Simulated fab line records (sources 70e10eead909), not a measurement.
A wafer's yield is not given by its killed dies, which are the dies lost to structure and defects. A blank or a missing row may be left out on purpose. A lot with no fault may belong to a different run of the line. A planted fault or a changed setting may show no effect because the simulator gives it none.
Problem report, 8D (eight disciplines) form, completed by code | flow nand harc | the parts of the form that need people (team, actions taken, sign-off) are left out

## 1. WHAT WENT WRONG
Mean of killed at periphery at NHARC_END_SORT_01: 645.0 across 2 wafers in 2 lots; on wafers with no fault it is 3.1 (standard deviation 2.1). So: +99 or more standard deviations from the usual mean.
Seen first at day 22 16:17 on prober-01, wafer L864.5. At this step, 6 wafers from 2 lots have a number in the record. By rule, "out" or "out of limits" means more than 4 standard deviations away from the usual mean. All remaining wafers that have a number are taken as sound.

## 2. WHAT THIS IS AND IS NOT
question                    | is                                                                                                                      | is not
which readings at this step | killed at periphery, defect limited yield, killed dies, sort_bin_2_pct, sort n pass, sort rim yield pct, sort yield pct | killed at array, killed at other, killed open, killed short, sort_bin_3_pct, sort_bin_4_pct
which lots                  | L862, L864                                                                                                              | -
which wafers of those lots  | L862.5, L864.5                                                                                                          | L862.1, L862.6, L864.1, L864.6
read on which gauges        | prober-01                                                                                                               | -
when                        | from day 22 16:17                                                                                                       | up to then (1 sound wafer); but 3 sound wafers of L862, L864 came after

## 3. WHAT RULES OUT EACH SUSPECT
Counting: any tool at a process step up to the reading remains a suspect provided it ran every lot that is out. Sound lots after the first of them don't rule it out here, since some wafers of a struck lot are sound.
- the gauge at NHARC_END_SORT_01: kept. All the wafers that are out were read on prober-01, and no step on other tools shows them out.
- pvd sputter-01 at NHARC_P_M1_PVD_21 (deposits Cu, target thk 30 nm, time 20.49 s): kept. It ran every lot that is out, first L862 (day 10 01:01).
- pecvd-01 at NHARC_A_M1_DEP_33 (deposits SiCN, target thk 30 nm): kept. It ran every lot that is out, first L864 (day 21 06:06).
- cmp-04 at NHARC_A_BONDPAD_CMP_29 (polishes SiCN, target thk 200 nm): kept. It ran every lot that is out, first L864 (day 21 07:02).
Left after counting: pvd sputter-01 at NHARC_P_M1_PVD_21, pecvd-01 at NHARC_A_M1_DEP_33, cmp-04 at NHARC_A_BONDPAD_CMP_29, prober-01 at NHARC_END_SORT_01.

## 4. THE CAUSE (what the simulator had put in)
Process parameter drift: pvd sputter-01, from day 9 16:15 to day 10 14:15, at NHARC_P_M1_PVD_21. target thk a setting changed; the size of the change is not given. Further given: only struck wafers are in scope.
After counting, 4 suspects remain, this tool included.

## 5. THE CHAIN OF EFFECTS, in route order
Rows list readings where the struck wafers' mean (over those with a number) sits beyond 3 standard deviations from the usual. Readings are gone through only where the record gives a usual standard deviation; hours: the median, over the lots, of the time from a lot's start at the first step in this table giving one to that lot's start at this step; sigmas: the change measured in usual standard deviations.
hours | step              | reading              | usual  | on struck wafers | change | sigmas
0     | NHARC_END_SORT_01 | defect limited yield | 95.5 % | 0.0              | -95.5  | -73
0     | NHARC_END_SORT_01 | killed at periphery  | 3.1    | 645.0            | +641.9 | +99 or more
0     | NHARC_END_SORT_01 | killed dies          | 31     | 677              | +646   | +73
0     | NHARC_END_SORT_01 | sort_bin_2_pct       | 1.3 %  | 96.5             | +95.2  | +99 or more
0     | NHARC_END_SORT_01 | sort n pass          | 646    | 0                | -646   | -73
0     | NHARC_END_SORT_01 | sort rim yield pct   | 95.8 % | 0.0              | -95.8  | -35
0     | NHARC_END_SORT_01 | sort yield pct       | 95.5 % | 0.0              | -95.5  | -73

## 6. WHAT WOULD HAVE CAUGHT IT SOONER
312 hours passed between the start of the fault at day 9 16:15 and the first reading out of limits at a measuring or inspecting step in this record, taken at day 22 16:17.
Of the tool readings at NHARC_P_M1_PVD_21 for which the record gives a usual standard deviation, none was out on any struck wafer, so an alarm limit of 4 standard deviations on them would not have fired.
By day 22 16:17 the whole set of lots that are out, 2 in number, had already begun NHARC_P_M1_PVD_21 on pvd sputter-01. None of them would have been spared by holding the tool at that moment.
